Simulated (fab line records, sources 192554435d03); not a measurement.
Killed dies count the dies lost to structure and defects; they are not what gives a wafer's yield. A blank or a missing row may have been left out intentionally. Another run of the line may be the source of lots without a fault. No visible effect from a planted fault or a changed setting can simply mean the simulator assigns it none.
fab line records -- flow n5Finfet
record: lots: 6, wafers: 18, lastDay: 17
route steps=1938 shown BEOL_M7@1290 PASSIVATION@1936
lots with no fault: from the same line, run without faults
startH: start of the lot's first displayed wafer, in hours after the record's first day -- waitH: hours from the lot's prior step to this one -- " unchanged from the row above -- L1.1+2: one row covering several wafers at once -- - no value, or no start given -- * or withheld: withheld -- < > ~ a bound
route shown NAME@n: a module of which the file shows steps, and the number in the route of the first -- usual: average and standard deviation across the fault-free wafers -- same: alike in all rows -- chamber/n: place in a boat -- sites: readings site by site -- _std_site: the standard deviation of these -- _edge_site: outer sites' mean less inner sites' -- radiusMm: how far each site lies from the wafer's centre -- mask NAME#n: copy n -- behind: the last tool/chamber to shape the wafer -- hold: what put the lot on hold/how long, in hours/how the hold closed -- device: whichever transistor did not switch (one of n, p or np) -- end of line: the route-end tests of the same wafers -- a step with no rows: only its recipe -- killed: dies that structure and defects cost at the first sort, which is not the same as the wafer's yield -- map: dies across one wafer; x = killed, . = not, _ = none there
set.NAME: the setting as run; set.NAME@STEP: as run at that earlier step -- model.NAME: the simulator's own value behind a step, which no gauge read
certain route steps with their lots: each step a table, each wafer a row
services: from which hour (startH, from the record's first day; less than 0 if before it) a tool's chamber was out of use, for how many hours, and why
== steps ==
step: N5_BEOL_M7_COAT_22
recipe: resist: CAR-EUV, spinRpm: 1500, resistThkNm: 30
step: N5_BEOL_M7_EBR_24
recipe: solvent: PGMEA, ebrWidthMm: 1.5
step: N5_BEOL_M7_SOFTBAKE_23
recipe: tempC: 110, timeS: 60, resist: CAR-EUV
step: N5_BEOL_M7_EXPOSE_25
recipe: maskId: V6, na: 0.33, sourceShape: annular, sigmaInner: 0.4, sigmaOuter: 0.8, polarization: unpolarized, targetCdNm: 40, doseMj: 42.5
step: N5_BEOL_M7_PEB_26
recipe: pebTempC: 100, pebTimeS: 60, resist: CAR-EUV
step: N5_BEOL_M7_DEVELOP_27
recipe: developTimeS: 30, developer: TMAH, resist: CAR-EUV, rinseLiquid: surfactantRinse, dry: airSpin, devTempC: 23
step: N5_BEOL_M7_CD_MEAS_28
recipe: targetCdNm: 40, landingEnergyEv: 500, detector: seInlens
usual: cdNm: 40.02/0.25
lot.wafer,tool,chamber,startH,waitH,cdNm
L684.1,cdSem-03,0,231.95,-,40.18
L684.5,cdSem-03,0,231.95,-,40.21
L684.6,cdSem-03,0,231.95,-,39.77
L689.1,cdSem-03,0,265.34,-,39.91
L689.3,cdSem-03,0,265.34,-,39.87
L689.5,cdSem-03,0,265.34,-,40.11
L692.2,cdSem-02,0,273.82,-,40.10
L692.3,cdSem-02,0,273.82,-,40.26
L692.4,cdSem-02,0,273.82,-,40.43
L698.3,cdSem-02,0,302.90,-,40.33
L698.4,cdSem-02,0,302.90,-,40.11
L698.6,cdSem-02,0,302.90,-,40.12
L699.2,cdSem-03,0,320.53,-,39.87
L699.3,cdSem-03,0,320.53,-,39.65
L699.4,cdSem-03,0,320.53,-,39.85
L702.1,cdSem-03,0,337.77,-,39.77
L702.3,cdSem-03,0,337.77,-,39.91
L702.6,cdSem-03,0,337.77,-,40.04
step: N5_BEOL_M7_OVL_MEAS_29
recipe: pointsPerWafer: 522
usual: V6_OVL: 0.4/0.73
lot.wafer,tool,chamber,startH,waitH,V6_OVL[nm]
L684.1,overlay-01,0,231.98,0.0,-0.4
L684.5,overlay-01,0,231.98,0.0,-0.2
L684.6,overlay-01,0,231.98,0.0,-0.6
L689.1,overlay-02,0,265.37,0.0,-0.5
L689.3,overlay-02,0,265.37,0.0,0.2
L689.5,overlay-02,0,265.37,0.0,0.7
L692.2,overlay-02,0,273.85,0.0,0.4
L692.3,overlay-02,0,273.85,0.0,1.3
L692.4,overlay-02,0,273.85,0.0,-0.3
L698.3,overlay-01,0,302.94,0.0,0.4
L698.4,overlay-01,0,302.94,0.0,0.4
L698.6,overlay-01,0,302.94,0.0,0.5
L699.2,overlay-01,0,320.57,0.0,-0.7
L699.3,overlay-01,0,320.57,0.0,1.4
L699.4,overlay-01,0,320.57,0.0,-1.1
L702.1,overlay-02,0,337.80,0.0,1.1
L702.3,overlay-02,0,337.80,0.0,1.9
L702.6,overlay-02,0,337.80,0.0,1.1
step: N5_BEOL_M7_INSPECT_30
recipe: mode: adi, inspectInstrument: brightfield
usual: rawDefectCount: 461/120
lot.wafer,tool,chamber,startH,waitH,rawDefectCount
L684.1,defectInspect-01,-,232.04,0.1,667
L684.5,defectInspect-01,-,232.04,0.1,527
L684.6,defectInspect-01,-,232.04,0.1,599
L689.1,defectInspect-01,-,265.43,0.1,430
L689.3,defectInspect-01,-,265.43,0.1,470
L689.5,defectInspect-01,-,265.43,0.1,412
L692.2,defectInspect-01,-,273.91,0.0,278
L692.3,defectInspect-01,-,273.91,0.0,312
L692.4,defectInspect-01,-,273.91,0.0,260
L698.3,defectInspect-02,-,302.99,0.0,696
L698.4,defectInspect-02,-,302.99,0.0,591
L698.6,defectInspect-02,-,302.99,0.0,666
L699.2,defectInspect-01,-,320.62,0.0,823
L699.3,defectInspect-01,-,320.62,0.0,537
L699.4,defectInspect-01,-,320.62,0.0,368
L702.1,defectInspect-02,-,337.86,0.1,450
L702.3,defectInspect-02,-,337.86,0.1,378
L702.6,defectInspect-02,-,337.86,0.1,351
step: N5_BEOL_M7_DESCUM_33
recipe: chemistry: O2, timeS: 7, sourcePowerW: 50, biasPowerW: 20, pressureMtorr: 20, rfFrequencyHz: 2.712e+07, tempC: 40, resist: CAR-EUV, o2FlowSccm: 225
usual: drypumpMotorCurrentA: 5.4/0.44, oesProductAu: 0.82/0.093, rfVppV: 243.7/1.4, showerheadPlenumPTorr: 2.13/0.07, throttleValvePct: 20.43/0.27
lot.wafer,tool,chamber,startH,waitH,drypumpMotorCurrentA,oesProductAu,rfHoursCounterH,rfVppV,showerheadPlenumPTorr,throttleValvePct
L684.1,rieDiel-06,2,232.67,0.6,4.7,0.91,11,245.7,2.21,20.25
L684.5,rieDiel-06,0,232.67,0.6,4.8,0.73,-,241.5,1.98,20.66
L684.6,rieDiel-06,1,232.67,0.6,5.8,0.88,-,242.7,2.07,20.47
L689.1,rieDiel-06,1,265.47,0.0,5.8,0.86,45,241.6,2.06,20.49
L689.3,rieDiel-06,2,265.47,0.0,4.7,0.90,19,245.3,2.20,20.27
L689.5,rieDiel-06,2,265.47,0.0,4.7,0.89,-,246.2,2.20,20.26
L692.2,rieDiel-04,0,273.94,0.0,5.6,0.89,50,243.7,2.12,20.09
L692.3,rieDiel-04,3,273.94,0.0,5.8,0.70,235,244.4,2.18,21.16
L692.4,rieDiel-04,2,273.94,0.0,5.2,0.82,65,244.0,2.13,20.19
L698.3,rieDiel-06,0,303.02,0.0,4.8,0.71,236,242.5,1.98,20.70
L698.4,rieDiel-06,2,303.02,0.0,4.6,0.88,-,245.0,2.20,20.29
L698.6,rieDiel-06,0,303.02,0.0,4.8,0.72,-,240.5,1.98,20.71
L699.2,rieDiel-06,2,320.65,0.0,4.6,0.86,39,245.8,2.20,20.30
L699.3,rieDiel-06,0,320.65,0.0,4.8,0.70,243,241.2,1.97,20.71
L699.4,rieDiel-06,1,320.65,0.0,5.8,0.84,64,242.4,2.06,20.52
L702.1,rieDiel-04,1,338.33,0.5,5.3,0.71,208,242.7,2.09,20.57
L702.3,rieDiel-04,3,338.33,0.5,5.9,0.99,0,244.3,2.17,20.73
L702.6,rieDiel-04,2,338.33,0.5,5.2,0.80,-,244.0,2.13,20.23
step: N5_BEOL_M7_ETCH_72
recipe: chemistry: N2/H2, target: underlayer, targetDepthA: 65, maskMaterial: CAR-EUV, timeS: 5.2, ionEnergyEv: 200, pressureMtorr: 30, sourceW: 840, biasW: 150, n2FlowSccm: 200, h2FlowSccm: 200, ends: cleared
usual: biasW: 149.9/0.46, drypumpMotorCurrentA: 5.4/0.44, etchRfOnTimeS: 5.14/0.12, oesProductAu: 0.70/0.08, rfVppV: 524.9/2.6, showerheadPlenumPTorr: 2.58/0.091, throttleValvePct: 17.8/0.3
lot.wafer,tool,chamber,startH,waitH,biasW,drypumpMotorCurrentA,etchRfOnTimeS,oesProductAu,rfHoursCounterH,rfVppV,showerheadPlenumPTorr,throttleValvePct
L684.1,rieDiel-06,2,232.70,0.0,149.7,4.7,5.15,0.80,11,526.7,2.71,17.9
L684.5,rieDiel-06,0,232.70,0.0,149.6,4.8,5.19,0.63,-,519.7,2.41,18.1
L684.6,rieDiel-06,1,232.70,0.0,149.9,5.8,5.01,0.75,-,523.0,2.47,17.5
L689.1,rieDiel-06,1,265.50,0.0,150.0,5.8,4.96,0.74,45,522.6,2.46,17.5
L689.3,rieDiel-06,2,265.50,0.0,150.3,4.7,5.10,0.78,19,528.0,2.71,17.9
L689.5,rieDiel-06,2,265.50,0.0,150.0,4.7,5.12,0.76,-,527.4,2.71,17.9
L692.2,rieDiel-04,0,273.98,0.0,149.4,5.6,4.97,0.77,50,523.6,2.58,17.5
L692.3,rieDiel-04,3,273.98,0.0,150.1,5.9,5.32,0.59,235,525.8,2.59,18.3
L692.4,rieDiel-04,2,273.98,0.0,150.2,5.2,4.95,0.72,65,524.1,2.58,17.7
L698.3,rieDiel-06,0,303.06,0.0,150.7,4.8,5.23,0.61,236,519.8,2.40,18.1
L698.4,rieDiel-06,2,303.06,0.0,149.7,4.7,5.05,0.75,-,527.8,2.70,17.9
L698.6,rieDiel-06,0,303.06,0.0,151.0,4.8,5.10,0.61,-,520.1,2.40,18.1
L699.2,rieDiel-06,2,320.69,0.0,149.7,4.6,5.07,0.75,39,527.9,2.70,17.9
L699.3,rieDiel-06,0,320.69,0.0,150.6,4.8,5.22,0.60,243,521.1,2.40,18.1
L699.4,rieDiel-06,1,320.69,0.0,149.3,5.8,5.02,0.72,64,519.8,2.46,17.6
L702.1,rieDiel-04,1,338.37,0.0,151.0,5.4,5.31,0.60,208,521.3,2.53,18.1
L702.3,rieDiel-04,3,338.37,0.0,150.0,5.8,5.28,0.82,0,524.3,2.59,17.8
L702.6,rieDiel-04,2,338.37,0.0,150.8,5.2,5.02,0.69,-,525.4,2.57,17.7
step: N5_BEOL_M7_ETCH_65
recipe: chemistry: CF4, target: SiARC, targetDepthA: 156, maskMaterial: CAR-EUV, timeS: 26, ionEnergyEv: 80, pressureMtorr: 40, sourceW: 545, biasW: 36, Ar_flow_sccm: 100, cf4FlowSccm: 100, ends: cleared
usual: biasW: 36.00/0.11, cf4FlowSccm: 100.0/0.33, drypumpMotorCurrentA: 5.4/0.44, etchRfOnTimeS: 25.7/0.57, oesProductAu: 0.70/0.08, rfVppV: 184.3/1.2, showerheadPlenumPTorr: 2.17/0.071, throttleValvePct: 15.56/0.27
lot.wafer,tool,chamber,startH,waitH,biasW,cf4FlowSccm,drypumpMotorCurrentA,etchRfOnTimeS,oesProductAu,rfHoursCounterH,rfVppV,showerheadPlenumPTorr,throttleValvePct
L684.1,rieDiel-06,2,232.72,0.0,36.06,100.1,4.6,25.8,0.79,11,184.7,2.27,15.51
L684.5,rieDiel-06,0,232.72,0.0,35.92,99.6,4.8,25.8,0.63,-,182.9,2.04,15.88
L684.6,rieDiel-06,1,232.72,0.0,36.17,99.4,5.8,24.9,0.76,-,182.2,2.10,15.46
L689.1,rieDiel-06,1,265.52,0.0,36.02,100.1,5.8,25.1,0.74,45,184.5,2.09,15.48
L689.3,rieDiel-06,2,265.52,0.0,35.86,99.6,4.6,25.5,0.77,19,186.0,2.27,15.53
L689.5,rieDiel-06,2,265.52,0.0,36.07,99.7,4.6,25.5,0.77,-,185.0,2.27,15.53
L692.2,rieDiel-04,0,273.99,0.0,35.82,100.2,5.6,25.1,0.76,50,184.8,2.17,15.31
L692.3,rieDiel-04,3,273.99,0.0,35.83,99.9,5.9,26.9,0.59,235,186.0,2.20,16.15
L692.4,rieDiel-04,2,273.99,0.0,36.25,100.3,5.2,25.0,0.72,65,184.1,2.17,15.28
L698.3,rieDiel-06,0,303.07,0.0,36.08,99.1,4.8,25.7,0.61,236,180.6,2.03,15.93
L698.4,rieDiel-06,2,303.07,0.0,35.93,100.8,4.7,25.6,0.74,-,186.0,2.27,15.55
L698.6,rieDiel-06,0,303.07,0.0,36.14,99.8,4.8,25.7,0.61,-,183.3,2.03,15.92
L699.2,rieDiel-06,2,320.71,0.0,35.85,100.0,4.6,25.5,0.74,39,185.2,2.26,15.56
L699.3,rieDiel-06,0,320.71,0.0,36.01,99.5,4.8,25.9,0.60,243,181.8,2.03,15.93
L699.4,rieDiel-06,1,320.71,0.0,36.03,100.2,5.8,24.9,0.73,64,184.2,2.09,15.51
L702.1,rieDiel-04,1,338.39,0.0,36.09,100.2,5.4,26.1,0.61,208,182.9,2.12,15.65
L702.3,rieDiel-04,3,338.39,0.0,36.03,99.6,5.9,26.4,0.83,0,184.3,2.20,15.68
L702.6,rieDiel-04,2,338.39,0.0,35.91,100.0,5.2,25.3,0.69,-,183.9,2.16,15.32
step: N5_BEOL_M7_ETCH_66
recipe: chemistry: N2/H2, target: SOC, targetDepthA: 800, overetchA: 160, maskMaterial: SiARC, tempC: 40, timeS: 120, ionEnergyEv: 200, pressureMtorr: 30, sourceW: 840, biasW: 150, n2FlowSccm: 200, h2FlowSccm: 200
usual: biasW: 150.0/0.46, drypumpMotorCurrentA: 5.4/0.44, oesProductAu: 0.62/0.068, rfVppV: 524.7/2.6, runLengthS: 143.2/0.48, showerheadPlenumPTorr: 2.58/0.091, throttleValvePct: 17.8/0.3
lot.wafer,tool,chamber,startH,waitH,biasW,drypumpMotorCurrentA,oesProductAu,rfHoursCounterH,rfVppV,runLengthS,showerheadPlenumPTorr,throttleValvePct,model.SiARC_of_BEOL_M7_COAT_64.thkNm
L684.1,rieDiel-06,2,232.75,0.0,150.5,4.7,0.70,11,528.5,143.6,2.71,17.8,6.4
L684.5,rieDiel-06,0,232.75,0.0,149.5,4.8,0.55,-,520.3,143.0,2.41,18.0,6.4
L684.6,rieDiel-06,1,232.75,0.0,150.5,5.8,0.66,-,523.1,143.1,2.47,17.4,6.4
L689.1,rieDiel-06,1,265.55,0.0,149.9,5.8,0.65,45,521.2,143.2,2.46,17.5,6.4
L689.3,rieDiel-06,2,265.55,0.0,150.6,4.7,0.69,19,528.6,143.6,2.71,17.9,6.4
L689.5,rieDiel-06,2,265.55,0.0,150.6,4.7,0.69,-,527.0,144.1,2.71,17.9,6.4
L692.2,rieDiel-04,0,274.02,0.0,149.9,5.6,0.66,50,524.7,144.2,2.58,17.4,6.2
L692.3,rieDiel-04,3,274.02,0.0,150.4,5.8,0.54,235,527.3,143.1,2.59,18.2,6.6
L692.4,rieDiel-04,2,274.02,0.0,149.6,5.2,0.63,65,524.4,143.4,2.58,17.7,6
L698.3,rieDiel-06,0,303.10,0.0,150.9,4.8,0.50,236,520.6,165.8,2.40,18.0,5.4
L698.4,rieDiel-06,2,303.10,0.0,149.3,4.7,0.61,-,528.2,166.2,2.70,17.9,5.2
L698.6,rieDiel-06,0,303.10,0.0,150.4,4.8,0.50,-,518.3,165.7,2.40,18.0,5.2
L699.2,rieDiel-06,2,320.73,0.0,150.4,4.7,0.60,39,528.1,166.3,2.70,17.9,5.4
L699.3,rieDiel-06,0,320.73,0.0,150.3,4.8,0.49,243,519.1,165.9,2.40,18.0,5.2
L699.4,rieDiel-06,1,320.73,0.0,149.8,5.8,0.58,64,523.1,166.2,2.46,17.5,5.4
L702.1,rieDiel-04,1,338.41,0.0,150.4,5.3,0.55,208,523.1,142.7,2.53,18.0,6.6
L702.3,rieDiel-04,3,338.41,0.0,149.8,5.9,0.75,0,526.3,143.1,2.59,17.8,6.4
L702.6,rieDiel-04,2,338.41,0.0,150.1,5.2,0.61,-,525.5,143.3,2.57,17.7,6.2
step: N5_BEOL_M7_STRIP_69
recipe: chemistry: N2/H2, tempC: 40, n2FlowSccm: 200, h2FlowSccm: 200, rfFrequencyHz: 6e+07
step: N5_BEOL_M7_STRIP_73
recipe: chemistry: N2/H2, tempC: 40, n2FlowSccm: 200, h2FlowSccm: 200, rfFrequencyHz: 6e+07
step: N5_BEOL_M7_VIA_ETCH_34
recipe: chemistry: C4F6/O2, target: SiCOH_lowk, targetDepthA: 1255, maskMaterial: SOC, taperDeg: 4, timeS: 50.5, ionEnergyEv: 250, pressureMtorr: 30, sourceW: 345, biasW: 185, Ar_flow_sccm: 300, C4F6_flow_sccm: 10, O2_flow_sccm: 10
usual: biasW: 185.0/0.54, drypumpMotorCurrentA: 5.4/0.44, oes_ar_750_au: 0.82/0.09, oesProductAu: 0.82/0.093, rfVppV: 665/16, runLengthS: 73.8/0.49, showerheadPlenumPTorr: 2.88/0.097, throttleValvePct: 20.83/0.27
lot.wafer,tool,chamber,startH,waitH,biasW,drypumpMotorCurrentA,oes_ar_750_au,oesProductAu,rfHoursCounterH,rfVppV,runLengthS,showerheadPlenumPTorr,throttleValvePct,model.BEOL_M7.cdNm
L684.1,rieDiel-06,2,232.85,0.0,185.1,4.7,0.92,0.92,11,667,74.0,3.02,20.86,40.2
L684.5,rieDiel-06,0,232.85,0.0,184.3,4.8,0.72,0.73,-,662,74.0,2.70,21.06,40
L684.6,rieDiel-06,1,232.85,0.0,185.3,5.8,0.89,0.88,-,632,74.0,2.79,20.80,40.6
L689.1,rieDiel-06,1,265.65,0.0,185.5,5.8,0.86,0.87,45,632,73.6,2.78,20.81,40.6
L689.3,rieDiel-06,2,265.65,0.0,185.5,4.7,0.89,0.90,20,665,74.0,3.02,20.90,40.2
L689.5,rieDiel-06,2,265.65,0.0,185.1,4.6,0.90,0.90,-,666,74.2,3.02,20.88,40.2
L692.2,rieDiel-04,0,274.12,0.0,185.5,5.6,0.88,0.89,50,658,74.8,2.89,20.59,40.2
L692.3,rieDiel-04,3,274.12,0.0,185.6,5.9,0.69,0.69,235,684,73.7,2.93,21.49,40
L692.4,rieDiel-04,2,274.12,0.0,184.5,5.2,0.83,0.83,65,678,73.4,2.88,20.58,40.6
L698.3,rieDiel-06,0,303.20,0.0,185.4,4.8,0.71,0.70,236,663,73.4,2.69,21.09,40.8
L698.4,rieDiel-06,2,303.20,0.0,185.1,4.7,0.87,0.87,-,666,73.9,3.01,20.88,40.6
L698.6,rieDiel-06,0,303.20,0.0,185.2,4.8,0.71,0.71,-,661,73.9,2.69,21.09,40.8
L699.2,rieDiel-06,2,320.83,0.0,185.1,4.7,0.86,0.86,39,666,74.4,3.01,20.92,40.2
L699.3,rieDiel-06,0,320.83,0.0,184.4,4.8,0.70,0.71,243,661,73.8,2.69,21.12,40.4
L699.4,rieDiel-06,1,320.83,0.0,185.8,5.8,0.84,0.84,64,632,73.8,2.78,20.83,40.6
L702.1,rieDiel-04,1,338.51,0.0,184.6,5.3,0.71,0.70,208,652,73.2,2.80,20.77,39.8
L702.3,rieDiel-04,3,338.51,0.0,185.0,5.9,0.95,0.96,0,683,73.9,2.92,21.08,40
L702.6,rieDiel-04,2,338.51,0.0,185.7,5.2,0.80,0.81,-,678,73.6,2.87,20.61,40.4
step: N5_BEOL_M7_STRIP_76
recipe: chemistry: C4F6/O2, resist: SiARC, rfFrequencyHz: 6e+07
step: N5_PASSIVATION_PROBE_49
usual: defectLimitedYield: 90.9/1.6, killed_at_M0_to_M3: 34/11, killed_at_M4_up: 14/5.7, killedAtContacts: 13/6.5, killedAtFrontEnd: 43/11, killedAtOther: 4/3.1, killedDies: 107/19, killedOpen: 71/14, killedShort: 35/7.9, sort_bin_5_function: 5.3/1.1, sort_bin_6_memory: 3.4/0.74, sortNPass: 1073/19, sortYieldPct: 90.9/1.6
same: grossDies: 1180, killedAtBackSide: 0, sort_bin_4_leakage[%]: 0, sort_bin_8_speed[%]: 0
lot.wafer,tool,chamber,startH,waitH,defectLimitedYield[%],killed_at_M0_to_M3,killed_at_M4_up,killedAtContacts,killedAtFrontEnd,killedAtOther,killedDies,killedOpen,killedShort,sort_bin_5_function[%],sort_bin_6_memory[%],sortNPass,sortYieldPct[%]
L689.5,prober-01,-,336.84,0.2,90.9,34,21,14,36,2,107,70,37,6.2,2.5,1073,90.9
L699.2,prober-01,-,392.67,0.1,87.7,44,16,10,65,10,145,97,47,7.5,4.6,1035,87.7
L699.3,prober-01,-,392.72,0.1,91.9,20,8,8,52,7,95,60,34,5.4,2.3,1085,91.9
L699.4,prober-01,-,392.77,0.2,89.2,45,32,8,38,4,127,83,43,6.6,4.1,1053,89.2
killed by level:class
L689.5 FIN_SAQP:geometricParticle:open=15 BEOL_M0_SAQP:geometricParticle:short=10 BEOL_M0_SAQP:geometricParticle:open=10 MOL_CONTACT_COAG:geometricParticle:short=8 BEOL_M4:geometricParticle:open=7 BEOL_M1:geometricParticle:open=7 MOL_CONTACT_COAG:geometricParticle:open=6 FIN_SAQP:geometricParticle:short=5
L699.2 FIN_SAQP:geometricParticle:open=22 FIN_SAQP:geometricParticle:short=16 BEOL_M0_SAQP:geometricParticle:open=12 BEOL_M0_SAQP:geometricParticle:short=12 MOL_CONTACT_COAG:geometricParticle:open=9 BEOL_M4:geometricParticle:open=8 ILD0:geometricParticle:open=6 BEOL_M0:geometricParticle:open=5
L699.3 STI_FIN_REVEAL:geometricParticle:open=9 FIN_SAQP:geometricParticle:open=8 FIN_SAQP:geometricParticle:short=6 ILD0:geometricParticle:open=5 MOL_CONTACT_COAG:geometricParticle:open=5 BEOL_M0:geometricParticle:open=5 BEOL_M1:geometricParticle:open=4 GATE_CUT:geometricParticle:short=4
L699.4 BEOL_M4:geometricParticle:open=14 BEOL_M0_SAQP:geometricParticle:open=13 FIN_SAQP:geometricParticle:open=12 BEOL_M0_SAQP:geometricParticle:short=11 FIN_SAQP:geometricParticle:short=8 BEOL_M1:geometricParticle:open=6 BEOL_M2:geometricParticle:open=6 MOL_CONTACT_COAG:geometricParticle:open=5
== services ==
tool,chamber,startH,hours,kind
rieDiel-06,1,224.30,2.0,repair
rieDiel-04,0,239.88,1.8,repair
rieDiel-06,2,287.31,3.1,repair
rieDiel-06,3,298.34,-,clean
rieDiel-06,3,298.34,-,consumableReplace:focusRing
rieDiel-04,3,322.86,-,clean
rieDiel-04,3,322.86,-,consumableReplace:focusRing
== key ==
firstSign: step: N5_BEOL_M7_ETCH_66, reading: runLengthS, direction: up, sigmas: 47, usual: *, struck: *
effect none on later readings
modelEffect: step: N5_BEOL_M7_ETCH_66, value: SiARC_of_BEOL_M7_COAT_64.thkNm, without: 6.4, struck: 5.3
modelEffect: step: N5_BEOL_M7_VIA_ETCH_34, value: BEOL_M7.cdNm, without: 40.17, struck: 40.57
metAt N5_BEOL_M7_ETCH_66
struckWafers L698.3,L698.4,L698.6,L699.2,L699.3,L699.4
onsetBetween 265.55 303.10
fault: kind: processParameterDrift, tool: rieDiel-06, chamber: -, onsetH: 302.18, steps: N5_BEOL_M7_ETCH_66, channel: timeS, offset: *, shape: step, endH: 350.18, actsIn: *, stated: *
